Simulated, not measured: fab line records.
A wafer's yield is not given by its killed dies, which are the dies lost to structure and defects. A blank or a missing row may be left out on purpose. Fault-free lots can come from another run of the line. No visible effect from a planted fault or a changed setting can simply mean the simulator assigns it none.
Matching of chambers || flow nand_harc || NHARC_A_CHANNEL_FILL_D1_STRIP_28 on rie_diel-05: 4 sister chambers
The step strips in O2, time 20 s. 8 wafers are shown with their chamber, then 7 later ones without.

== WAFERS WITH THEIR CHAMBER ==
{"wafer": "L077.3", "chamber": 1, "rf_vpp_V (V)": 59.0, "oes_product_au (a.u.)": 1.014}
{"wafer": "L077.4", "chamber": 2, "rf_vpp_V (V)": 56.9, "oes_product_au (a.u.)": 1.012}
{"wafer": "L077.5", "chamber": 3, "rf_vpp_V (V)": 59.9, "oes_product_au (a.u.)": 1.017}
{"wafer": "L078.1", "chamber": 0, "rf_vpp_V (V)": 57.2, "oes_product_au (a.u.)": 0.997}
{"wafer": "L078.3", "chamber": 3, "rf_vpp_V (V)": 57.6, "oes_product_au (a.u.)": 1.001}
{"wafer": "L078.4", "chamber": 2, "rf_vpp_V (V)": 56.7, "oes_product_au (a.u.)": 1.012}
{"wafer": "L080.2", "chamber": 1, "rf_vpp_V (V)": 57.6, "oes_product_au (a.u.)": 1.003}
{"wafer": "L080.3", "chamber": 0, "rf_vpp_V (V)": 57.0, "oes_product_au (a.u.)": 0.982}

== WAFERS WHOSE CHAMBER IS MISSING ==
{"wafer": "L080.6", "rf_vpp_V (V)": 59.4, "oes_product_au (a.u.)": 0.996}
{"wafer": "L087.4", "rf_vpp_V (V)": 57.0, "oes_product_au (a.u.)": 0.998}
{"wafer": "L087.5", "rf_vpp_V (V)": 59.0, "oes_product_au (a.u.)": 0.998}
{"wafer": "L087.6", "rf_vpp_V (V)": 58.7, "oes_product_au (a.u.)": 1.003}
{"wafer": "L092.2", "rf_vpp_V (V)": 58.5, "oes_product_au (a.u.)": 1.005}
{"wafer": "L092.5", "rf_vpp_V (V)": 58.3, "oes_product_au (a.u.)": 0.998}
{"wafer": "L092.6", "rf_vpp_V (V)": 59.3, "oes_product_au (a.u.)": 1.010}

== CHAMBER TAKEN BY EACH ==
{"wafer": "L080.6", "from the rows above": "can't be placed: 3 or 1 or 0 or 2", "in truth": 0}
{"wafer": "L087.4", "from the rows above": "can't be placed: 0 or 2 or 1 or 3", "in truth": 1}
{"wafer": "L087.5", "from the rows above": "can't be placed: 3 or 1 or 0 or 2", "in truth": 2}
{"wafer": "L087.6", "from the rows above": "can't be placed: 3 or 1 or 2 or 0", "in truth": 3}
{"wafer": "L092.2", "from the rows above": "can't be placed: 1 or 3 or 2 or 0", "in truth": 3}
{"wafer": "L092.5", "from the rows above": "can't be placed: 1 or 3 or 0 or 2", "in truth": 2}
{"wafer": "L092.6", "from the rows above": "can't be placed: 3 or 1", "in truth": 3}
Correctly placed: 0 of 7. From these rows, 7 cannot be placed; in 7 the true chamber is one of the candidates. 0 placed wrongly.
How it was worked out, from the rows above alone: a wafer's distance from a chamber is the root of the sum, over the readings, of the square of ((its reading less the chamber's mean) divided by the reading's scatter). If the next closest chamber is less than 2 further off than the closest, the wafer can't be placed; otherwise it belongs to the closest. For every chamber, the mean is computed from those of its wafers that are shown. The scatter: take each reading less its chamber's mean, square it, sum over the shown wafers, divide by the number of wafers less the number of chambers, and take the root.
